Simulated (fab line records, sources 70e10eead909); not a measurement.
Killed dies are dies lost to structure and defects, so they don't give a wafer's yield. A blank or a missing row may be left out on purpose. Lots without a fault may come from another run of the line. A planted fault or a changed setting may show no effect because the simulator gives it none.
A struck lot beside a sound one | flow nand_harc | 15 steps out of a route of 1159
Sound: wafers L477.1, L477.3, L477.5. Struck: wafer L471.4. (L471.2, L471.6 of the same lot were not struck and are left out.) The cause comes at the end.
At each step with rows: each side's tool, then ch and its chambers, then its first start. Under that, the readings that differ: sound wafers | struck wafers | difference of the means | sigmas: that difference in standard deviations of wafers without a fault.
alike: readings whose means differ by less than 2 such deviations, and words and numbers that are the same on both sides. not compared: withheld readings, readings that some wafer has no value for, bounds like >300 that may hide the same value, and numbers for which the record gives no deviation and whose values overlap.
The two part at a step that has a row with sigmas, a row that says differs or no value, or rows on one side only. Numbers that don't overlap but have no deviation are shown without sigmas and don't part them. A reading that every wafer of one side lacks parts them only if that side has two wafers or more.

first, 6 steps without rows for these wafers: NHARC_A_CONTACT_COAT_02 (resist thk 90 nm); NHARC_A_CONTACT_SOFTBAKE_03 (time 55 s); NHARC_A_CONTACT_EBR_04; NHARC_A_CONTACT_EXPOSE_05 (exposes mask A CC); NHARC_A_CONTACT_PEB_06 (peb time 65 s); NHARC_A_CONTACT_DEVELOP_07 (develop time 35 s).
NHARC_A_CONTACT_CD_MEAS_08: target cd 100 nm.
  sound on cd_sem-02 ch 0, day 20 16:25; struck on cd_sem-01 ch 0, day 18 22:24
  alike: cd_nm
NHARC_A_CONTACT_OVL_MEAS_09:
  sound on overlay-01, day 20 16:30; struck on overlay-01, day 18 22:29
  reading           | sound       | struck | difference | sigmas
  overlay_x_nm (nm) | 0.5 0.3 0.6 | -1.0   | -1.5       | -2
  overlay_y_nm (nm) | 0.2 1.0 0.5 | -1.0   | -1.6       | -2
NHARC_A_CONTACT_INSPECT_10:
  sound on defect_inspect-02, day 20 16:32; struck on defect_inspect-01, day 18 22:31
  alike: raw_defect_count
NHARC_A_CONTACT_DESCUM_13: chemistry O2, time 3 s.
  sound on rie_diel-06 ch 0,1,3, day 20 16:38; struck on rie_diel-03 ch 3, day 18 22:35
  reading                         | sound          | struck | difference | sigmas
  showerhead_plenum_p_Torr (Torr) | 1.86 1.98 1.96 | 1.77   | -0.16      | -2
  alike: drypump_motor_current_A, oes_product_au, rf_vpp_V, throttle_valve_pct
  not compared: rf_hours_counter_h
NHARC_A_CONTACT_ETCH_88: etches the open film in CF4, target depth 39 nm, time 65 s.
  sound on rie_diel-06 ch 0,2,3, day 20 16:55; struck on rie_diel-03 ch 0, day 18 22:41
  alike: drypump_motor_current_A, oes_product_au, rf_vpp_V, run_length_s, showerhead_plenum_p_Torr, throttle_valve_pct
  not compared: rf_hours_counter_h
NHARC_A_CONTACT_ETCH_89: etches the open film in N2/H2, target depth 260 nm, time 475.3 s.
  sound on rie_diel-06 ch 1,2; struck on rie_diel-03 ch 1
  alike: drypump_motor_current_A, oes_product_au, rf_vpp_V, run_length_s, showerhead_plenum_p_Torr, throttle_valve_pct
  not compared: rf_hours_counter_h
NHARC_A_CONTACT_ETCH_30: etches the open film in CF4/CHF3, target depth 60.5 nm, time 30.2 s.
  sound on rie_diel-06 ch 2,3, day 20 17:22; struck on rie_diel-03 ch 0, day 18 23:07
  reading          | sound          | struck | difference | sigmas
  run_length_s (s) | 51.4 52.5 51.7 | 45.3   | -6.6       | -11
  alike: drypump_motor_current_A, oes_product_au, rf_vpp_V, showerhead_plenum_p_Torr, throttle_valve_pct
  not compared: rf_hours_counter_h
NHARC_A_CONTACT_ETCH_31: etches the open film in O2/COS, target depth 2000 nm, time 520 s.
  sound on rie_diel-06 ch 1,3; struck on rie_diel-03 ch 3
  reading                         | sound                | struck | difference | sigmas
  showerhead_plenum_p_Torr (Torr) | 3.22 3.19 3.22       | 2.91   | -0.30      | -3
  throttle_valve_pct (%)          | 28.329 28.316 28.334 | 28.347 | +0.021     | +2
  alike: drypump_motor_current_A, oes_product_au, rf_vpp_V, run_length_s
  not compared: rf_hours_counter_h
-- the record jumps here: 3 days lie between the struck wafers' starts before and after (it left off in module A_CONTACT and takes up again in module END, whose first step shown is number 1159 of the route) --
NHARC_END_SORT_01:
  the record has rows for the struck wafers here (prober-01 ch 0, day 22 09:30) and none for the sound ones

WHERE THEY PART
First at NHARC_A_CONTACT_OVL_MEAS_09; last, within this record, at NHARC_END_SORT_01.

WHY: what the simulator had put in
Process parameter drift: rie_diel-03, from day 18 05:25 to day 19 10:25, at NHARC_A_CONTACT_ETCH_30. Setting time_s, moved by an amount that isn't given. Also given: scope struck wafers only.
